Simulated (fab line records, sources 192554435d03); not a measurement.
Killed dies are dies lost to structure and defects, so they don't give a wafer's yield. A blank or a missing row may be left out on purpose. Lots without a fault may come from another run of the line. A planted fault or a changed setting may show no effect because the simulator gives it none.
fab line records | flow n5_finfet
record lots=11 wafers=29 last_day=17
route steps=1938 shown DUMMY_GATE@241 SPACER0@259
lots that met no fault: from a run of the same line without faults
start_h: hours from the record's first day to the start of the lot's first wafer shown | wait_h: hours since the lot's step before | " the same as in the row above | L1.1+2: a row that stands for several wafers | - no value, or no start given | * or withheld: withheld | < > ~ a bound
route shown NAME@n: a module of which the file shows steps, and the number in the route of the first | usual: mean/standard deviation of fault-free wafers | same: alike in all rows | chamber/n: place in a boat | sites: the reading at each site | _std_site: their standard deviation | _edge_site: outer sites' mean less inner sites' | radius_mm: how far each site lies from the wafer's centre | mask NAME#n: copy n | behind: the tool/chamber that last shaped the wafer | hold: why the lot was held/for how many hours/how that ended | device: the transistor (n, p or np) that didn't switch | end of line: the same wafers' tests at the end of the route | a step without rows: its recipe alone | killed: dies lost to structure and defects at the first sort, not the wafer's yield | map: a wafer's dies, x killed, . not, _ none there
set.NAME: the setting as run; set.NAME@STEP: as run at that earlier step | model.NAME: the simulator's own value behind a step, which no gauge read
steps of the route over a sample of lots; a table a step, a row a wafer
services: from which hour (start_h, from the record's first day; less than 0 if before it) a tool's chamber was out of use, for how many hours, and why
## steps
# step N5_DUMMY_GATE_STRIP_40
# recipe chemistry=CF4 resist=SiARC power_w=300 bias_power_w=75 pressure_mtorr=50 cf4_flow_sccm=150 rf_frequency_hz=6e+07
# usual drypump_motor_current_A=5.7/0.38 oes_product_au=0.82/0.08 rf_vpp_V=271.6/1.6 showerhead_plenum_p_Torr=1.82/0.068 throttle_valve_pct=13.49/0.24
# columns lot.wafer tool chamber start_h wait_h drypump_motor_current_A oes_product_au rf_hours_counter_h rf_vpp_V showerhead_plenum_p_Torr throttle_valve_pct
L699.2 rie_diel-02 2 47.33 0.1 6.5 0.85 37 271.0 1.75 13.71
L699.4 " 1 " " 5.6 0.96 6 273.8 1.91 13.14
L699.5 " 0 " " 5.1 0.77 - 273.7 1.88 13.72
L701.1 rie_diel-02 1 59.24 0.1 5.6 0.95 9 272.5 1.91 13.15
L701.2 " 2 " " 6.5 0.85 41 270.8 1.75 13.71
L701.3 " 3 " " 5.9 0.88 33 272.2 1.92 13.11
L703.2 rie_diel-02 3 69.87 0.1 5.9 0.87 36 274.4 1.92 13.14
L703.3 " 2 " " 6.5 0.84 44 271.6 1.75 13.73
L703.5 " 2 " " 6.5 0.83 - 269.7 1.75 13.72
L707.1 rie_diel-04 1 96.11 0.1 5.5 0.71 180 270.0 1.80 13.70
L707.2 " 0 " " 5.6 0.69 245 271.8 1.76 13.71
L708.1 rie_diel-04 0 102.47 0.1 5.6 0.68 248 271.2 1.76 13.71
L708.3 " 1 " " 5.5 0.72 184 270.7 1.80 13.71
L708.6 " 3 " " 6.0 0.99 - 271.3 1.84 13.48
L710.2 rie_diel-04 1 114.14 0.1 5.6 0.72 188 269.6 1.80 13.71
L710.6 " 1 " " 5.6 0.72 - 269.3 1.80 13.70
L718.3 rie_diel-02 0 161.56 0.1 5.1 0.74 151 271.4 1.87 13.77
L718.4 " 3 " " 5.8 0.82 67 271.7 1.91 13.20
L719.1 rie_diel-02 3 168.88 0.2 5.8 0.82 69 273.4 1.91 13.18
L719.5 " 0 " " 5.1 0.74 - 272.2 1.87 13.79
L719.6 " 1 " " 5.7 0.89 - 273.7 1.90 13.21
L720.2 rie_diel-02 0 172.78 0.1 5.1 0.73 154 272.3 1.87 13.79
L720.3 " 2 " " 6.5 0.80 77 270.2 1.74 13.80
L720.5 " 1 " " 5.6 0.89 - 273.0 1.90 13.23
L721.1 rie_diel-04 1 177.43 0.1 5.5 0.69 210 272.7 1.79 13.77
L721.5 " 1 " " 5.5 0.70 - 269.9 1.79 13.75
L722.2 rie_diel-04 3 185.49 0.3 6.0 0.89 25 271.0 1.83 13.56
L722.3 " 0 " " 5.6 0.91 15 270.3 1.76 13.18
L722.6 " 2 " " 5.3 0.81 - 270.9 1.74 13.62
# step N5_DUMMY_GATE_HM_OPEN_21
# recipe chemistry=CH3F/O2 target=SiNx target_depth_a=1200 Ar_flow_sccm=150 CH3F_flow_sccm=30 O2_flow_sccm=23 time_s=171.4 pressure_mtorr=30 source_w=395 bias_w=73 ion_energy_ev=120.7
# usual CH3F_flow_sccm=30.00/0.097 drypump_motor_current_A=5.7/0.34 oes_ar_750_au=0.82/0.089 oes_o_777_au=0.82/0.099 oes_product_au=0.82/0.087 rf_vpp_V=299/4.1 showerhead_plenum_p_Torr=2.03/0.077 throttle_valve_pct=16.38/0.22
# columns lot.wafer tool chamber start_h wait_h CH3F_flow_sccm drypump_motor_current_A oes_ar_750_au oes_o_777_au oes_product_au rf_hours_counter_h rf_vpp_V showerhead_plenum_p_Torr throttle_valve_pct
L699.2 rie_diel-04 0 47.51 0.0 30.11 5.6 0.69 0.68 0.69 225 302 1.98 16.45
L699.4 " 1 " " 30.07 5.5 0.72 0.70 0.74 168 302 2.02 16.50
L699.5 " 2 " " 29.98 5.4 0.89 0.90 0.88 - 296 1.96 16.43
L701.1 rie_diel-02 2 59.43 0.0 29.96 6.5 0.84 0.84 0.85 41 294 1.96 16.66
L701.2 " 1 " " 29.90 5.6 0.95 0.97 0.97 9 294 2.16 16.06
L701.3 " 0 " " 30.11 5.1 0.78 0.79 0.79 123 301 2.14 16.73
L703.2 rie_diel-02 1 70.05 0.0 30.02 5.6 0.95 0.96 0.96 12 295 2.16 16.06
L703.3 " 3 " " 29.98 5.9 0.89 0.90 0.89 36 299 2.16 15.98
L703.5 " 1 " " 30.07 5.6 0.95 0.97 0.97 - 294 2.15 16.08
L707.1 rie_diel-04 1 96.29 0.0 30.03 5.5 0.71 0.69 0.72 180 303 2.02 16.54
L707.2 " 0 " " 30.17 5.7 0.67 0.68 0.68 245 303 1.98 16.49
L708.1 rie_diel-04 1 102.65 0.0 29.96 5.6 0.71 0.68 0.72 184 303 2.02 16.52
L708.3 " 0 " " 29.98 5.6 0.68 0.67 0.68 248 304 1.98 16.49
L708.6 " 0 " " 30.05 5.6 0.68 0.68 0.68 - 304 1.98 16.49
L710.2 rie_diel-06 3 114.32 0.0 30.19 5.6 0.77 0.77 0.77 142 305 2.10 16.35
L710.6 " 0 " " 29.98 5.6 0.73 0.74 0.73 - 297 1.93 16.53
L718.3 rie_diel-02 2 161.75 0.0 29.98 6.5 0.79 0.80 0.80 75 294 1.95 16.71
L718.4 " 1 " " 29.98 5.6 0.89 0.90 0.90 39 293 2.15 16.14
L719.1 rie_diel-04 0 169.06 0.0 30.04 5.6 0.91 0.91 0.94 10 302 1.97 16.06
L719.5 " 1 " " 30.06 5.5 0.69 0.67 0.70 - 304 2.01 16.57
L719.6 " 0 " " 30.13 5.6 0.91 0.91 0.93 - 301 1.97 16.08
L720.2 rie_diel-02 2 172.97 0.0 29.93 6.5 0.80 0.79 0.80 77 294 1.95 16.73
L720.3 " 0 " " 30.02 5.1 0.76 0.76 0.76 154 301 2.13 16.78
L720.5 " 3 " " 30.12 5.8 0.84 0.86 0.83 - 297 2.15 16.03
L721.1 rie_diel-06 2 177.62 0.0 30.11 6.0 0.82 0.82 0.83 81 300 2.13 16.24
L721.5 " 0 " " 30.26 5.6 0.72 0.73 0.72 - 296 1.92 16.57
L722.2 rie_diel-04 1 185.77 0.0 30.07 5.5 0.69 0.66 0.71 212 303 2.01 16.57
L722.3 " 2 " " 29.77 5.3 0.84 0.84 0.82 94 296 1.95 16.53
L722.6 " 0 " " 29.93 5.6 0.90 0.90 0.93 - 301 1.97 16.07
# step N5_DUMMY_GATE_ETCH_23
# recipe chemistry=HBr/Cl2/O2 HBr_flow_sccm=150 Cl2_flow_sccm=80 O2_flow_sccm=12 bias_w=102 target_depth_a=410 time_s=22.3 target=poly-Si mask_material=SiO2 pressure_mtorr=10 icp_w=800
# usual drypump_motor_current_A=5.6/0.42 mfc_cl2_sccm=79.99/0.24 oes_o_777_au=1.01/0.058 oes_product_au=1.005/0.018 throttle_valve_pct=37.3/0.36
# columns lot.wafer tool chamber start_h wait_h drypump_motor_current_A mfc_cl2_sccm oes_o_777_au oes_product_au rf_hours_counter_h throttle_valve_pct
L699.2 rie_si-03 2 47.71 0.0 6.2 80.15 0.97 0.973 165 37.7
L699.4 " 1 " " 5.4 79.56 0.97 0.977 0 36.7
L699.5 " 3 " " 5.7 79.93 1.05 1.031 - 37.0
L701.1 rie_si-01 1 59.62 0.0 5.1 80.06 0.95 0.987 181 37.0
L701.2 " 3 " " 5.8 80.05 0.93 0.997 181 37.8
L701.3 " 2 " " 5.7 80.10 1.06 1.011 161 37.9
L703.2 rie_si-01 0 70.24 0.0 5.3 80.02 1.01 1.008 43 37.0
L703.3 " 1 " " 5.1 79.71 0.95 0.982 181 37.0
L703.5 " 0 " " 5.3 80.56 1.01 1.019 - 37.0
L707.1 rie_si-05 2 96.49 0.0 5.0 79.99 1.09 1.040 142 37.1
L707.2 " 0 " " 5.5 80.16 1.04 0.985 110 37.4
L708.1 rie_si-01 1 102.85 0.0 5.1 80.18 0.93 0.971 182 37.0
L708.3 " 3 " " 5.8 80.12 0.93 0.991 182 37.8
L708.6 " 3 " " 5.8 80.30 0.92 0.999 - 37.8
L710.2 rie_si-05 0 114.51 0.0 5.6 80.36 1.03 0.998 110 37.4
L710.6 " 1 " " 6.4 79.41 1.10 1.027 - 37.3
L718.3 rie_si-05 1 161.94 0.0 6.4 79.81 1.11 1.009 4 37.3
L718.4 " 0 " " 5.6 79.54 1.03 0.993 111 37.4
L719.1 rie_si-01 2 169.26 0.0 5.7 79.96 1.06 1.009 163 37.9
L719.5 " 3 " " 5.8 79.80 0.93 1.004 - 37.8
L719.6 " 2 " " 5.7 79.59 1.07 1.011 - 37.9
L720.2 rie_si-01 2 173.16 0.0 5.7 80.08 1.07 1.019 163 37.9
L720.3 " 1 " " 5.1 80.00 0.94 0.980 183 37.0
L720.5 " 2 " " 5.7 79.92 1.07 1.002 - 37.9
L721.1 rie_si-01 0 177.81 0.0 5.3 80.03 1.01 1.025 45 37.0
L721.5 " 2 " " 5.7 80.44 1.07 1.001 - 37.9
L722.2 rie_si-03 2 185.96 0.0 6.2 80.42 0.96 1.009 168 37.7
L722.3 " 0 " " 5.5 79.77 1.02 1.024 179 37.3
L722.6 " 0 " " 5.5 80.40 1.03 1.019 - 37.4
# step N5_SPACER0_ALD_00
# recipe material=SiOCN target_thk_a=35 temp_c=400 ald_precursor_family=alkyl-aminosilane ald_co_reactant=O2/N2-plasma pulse_time_s=3 purge_time_s=2 co_reactant_purge_time_s=2 ald_cycles=58 pressure_torr=2
# usual ald_cycles=58/0 heater_power_w=863/89 precursor_pulse_height_rel=0.999/0.02
# columns lot.wafer tool chamber start_h wait_h ald_cycles heater_power_w precursor_pulse_height_rel
L699.2 ald_sin-01 2 48.35 0.1 58 729 0.998
L699.4 " 1 " " 58 865 0.984
L699.5 " 3 " " 58 885 1.012
L701.1 ald_sin-03 0 60.54 0.1 58 891 0.987
L701.2 " 1 " " 58 725 1.016
L701.3 " 3 " " 58 787 0.991
L703.2 ald_sin-03 1 72.75 0.1 58 712 1.010
L703.3 " 2 " " 58 946 0.985
L703.5 " 0 " " 58 919 0.974
L707.1 ald_sin-02 3 97.72 0.1 58 1062 1.023
L707.2 " 0 " " 58 898 1.005
L708.1 ald_sin-03 3 103.49 0.1 58 740 0.980
L708.3 " 2 " " 58 951 1.005
L708.6 " 3 " " 63 748 0.991
L710.2 ald_sin-03 2 115.16 0.1 63 978 1.004
L710.6 " 2 " " 63 968 1.019
L718.3 ald_sin-02 1 162.58 0.1 58 829 1.002
L718.4 " 0 " " 58 867 0.994
L719.1 ald_sin-02 3 169.90 0.1 58 1075 1.005
L719.5 " 2 " " 58 926 0.994
L719.6 " 1 " " 58 822 1.017
L720.2 ald_sin-02 0 174.10 0.1 58 893 0.965
L720.3 " 1 " " 58 847 0.976
L720.5 " 3 " " 58 1065 1.055
L721.1 ald_sin-03 2 179.37 0.1 58 956 1.018
L721.5 " 0 " " 58 908 1.009
L722.2 ald_sin-02 2 188.73 0.1 58 937 0.988
L722.3 " 1 " " 58 830 1.006
L722.6 " 1 " " 58 843 1.014
## services
# columns tool chamber start_h hours kind
ald_sin-01 - 25.13 0.7 repair
ald_sin-02 3 33.34 10.7 repair
rie_diel-04 - 41.41 0.5 repair
rie_diel-04 3 42.13 4.5 repair
rie_diel-04 1 53.27 13.5 repair
ald_sin-01 2 54.48 36.2 repair
ald_sin-02 1 56.56 12.0 repair
ald_sin-01 3 63.34 11.1 repair
rie_si-03 0 63.89 4.9 repair
ald_sin-02 - 69.06 6.0 pm
rie_diel-02 1 80.37 7.8 repair
rie_diel-02 0 80.68 14.0 repair
ald_sin-03 - 85.54 14.0 pm
ald_sin-02 - 88.84 0.5 repair
rie_diel-04 2 97.38 9.7 repair
ald_sin-01 2 121.58 1.6 repair
rie_diel-02 3 139.39 2.0 repair
rie_diel-04 3 146.43 9.5 repair
rie_si-03 1 150.75 21.8 repair
ald_sin-01 0 155.56 9.1 repair
ald_sin-01 - 176.91 14.0 pm
rie_diel-06 1 181.26 7.0 repair
ald_sin-03 - 183.57 6.1 pm
rie_diel-06 2 187.71 4.6 repair
## key
first_sign step=N5_SPACER0_ALD_00 reading=ald_cycles direction=up sigmas=99+ usual=* struck=*
effect none on later readings
met_at N5_SPACER0_ALD_00
struck_lots L708,L710
struck_wafers L708.6,L710.2,L710.6
tester_left_out L708,L710
not_acting_at N5_DUMMY_GATE_STRIP_40,N5_DUMMY_GATE_HM_OPEN_21,N5_DUMMY_GATE_ETCH_23
onset_between 72.75 103.49
fault kind=process_parameter_drift tool=ald_sin-03 chamber=- onset_h=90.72 steps=N5_SPACER0_ALD_00 channel=ald_cycles offset=* shape=step end_h=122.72 scope=struck_wafers_only acts_in=* stated=*
# tester_left_out: of these lots the tester's yield and bins aren't shown, on N5 and GAA mostly nor the transistor test; their killed dies are dies lost to structure and defects alone, not to doping, threshold or leakage, so they don't give the yield
